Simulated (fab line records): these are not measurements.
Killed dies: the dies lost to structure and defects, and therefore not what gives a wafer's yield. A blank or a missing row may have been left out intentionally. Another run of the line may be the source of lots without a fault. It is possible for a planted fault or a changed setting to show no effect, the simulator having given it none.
What tool caused it? / flow n5 finfet / Sampling: 11 lots, 32 wafers, 2 of 1938 route steps

WHAT EACH GAUGE READ, for each wafer
N5_BEOL_M12_CD_MEAS_17: target cd 140 nm. Usual: cd nm 140.9 nm, standard deviation 1.8.
lot=L353; measured=day 10 15:48; on=cd sem-01; cd nm (nm)=142.3 142.0 141.4; flag=
lot=L354; measured=day 10 22:52; on=cd sem-03; cd nm (nm)=141.0 140.8 137.6; flag=
lot=L355; measured=day 11 11:17; on=cd sem-03; cd nm (nm)=141.5 142.4 141.1; flag=
lot=L365; measured=day 14 01:40; on=cd sem-02; cd nm (nm)=141.5 138.8 141.4; flag=
lot=L367; measured=day 14 01:57; on=cd sem-02; cd nm (nm)=140.0 138.5 139.6; flag=
lot=L368; measured=day 14 21:32; on=cd sem-01; cd nm (nm)=140.2 139.6 141.6; flag=
lot=L372; measured=day 15 09:50; on=cd sem-03; cd nm (nm)=140.5 140.8 141.5; flag=
lot=L375; measured=day 16 14:19; on=cd sem-03; cd nm (nm)=141.3 140.7 143.0; flag=
lot=L373; measured=day 16 23:34; on=cd sem-01; cd nm (nm)=140.8 139.7 142.1; flag=
lot=L374; measured=day 17 00:22; on=cd sem-02; cd nm (nm)=140.6 142.0; flag=
lot=L376; measured=day 17 14:28; on=cd sem-02; cd nm (nm)=142.5 140.9 142.0; flag=

N5_BEOL_M12_INSPECT_30: inspects for defects (macro). Usual: raw defect count 2.2, standard deviation 1.4.
lot=L353; measured=day 10 16:10; on=defect inspect-02; raw defect count=5 5 1; flag=
lot=L354; measured=day 10 23:15; on=defect inspect-01; raw defect count=4 2 2; flag=
lot=L355; measured=day 11 11:40; on=defect inspect-01; raw defect count=3 2 1; flag=
lot=L365; measured=day 14 02:03; on=defect inspect-02; raw defect count=5 0 2; flag=
lot=L367; measured=day 14 02:19; on=defect inspect-02; raw defect count=7 5 1; flag=
lot=L368; measured=day 14 21:55; on=defect inspect-02; raw defect count=3 3 1; flag=
lot=L372; measured=day 15 10:14; on=defect inspect-02; raw defect count=2 4 3; flag=
lot=L375; measured=day 16 14:41; on=defect inspect-01; raw defect count=3 3 4; flag=
lot=L373; measured=day 17 00:04; on=defect inspect-02; raw defect count=1 1 5; flag=
lot=L374; measured=day 17 00:53; on=defect inspect-02; raw defect count=3 1; flag=
lot=L376; measured=day 17 14:59; on=defect inspect-02; raw defect count=1 3 2; flag=

EACH LOT AND THE TOOL THAT RAN IT (in order: tool; ch and the chambers of the sampled wafers; start)
Record: no process step prior to these readings.

AS READ BY THE TOOLS THEMSELVES (means over the sampled wafers that have a number; for cases with no such wafer, the mark the record gives instead)
The record holds no such reading with a usual standard deviation.

THE ANSWER, worked out from the rows above alone
Rule: a lot counts as off when the mean over its wafers that have a number is more than 3 standard deviations away from the usual mean. A lot without any number at a reading at which 4 lots or more have one is off too. Where the step has rows for the other lots, those lots are counted as sound. After the gauges, taken in route order, come the tools' own readings; for these a lot's mean is taken, as printed above. The first step at which some lot is off is used, and at that step the reading that is off furthest; a lot without a number counts as furthest.
Across all readings shown, no lot is off: no conclusion can be drawn from this.

WHAT WAS PUT IN BY THE SIMULATOR
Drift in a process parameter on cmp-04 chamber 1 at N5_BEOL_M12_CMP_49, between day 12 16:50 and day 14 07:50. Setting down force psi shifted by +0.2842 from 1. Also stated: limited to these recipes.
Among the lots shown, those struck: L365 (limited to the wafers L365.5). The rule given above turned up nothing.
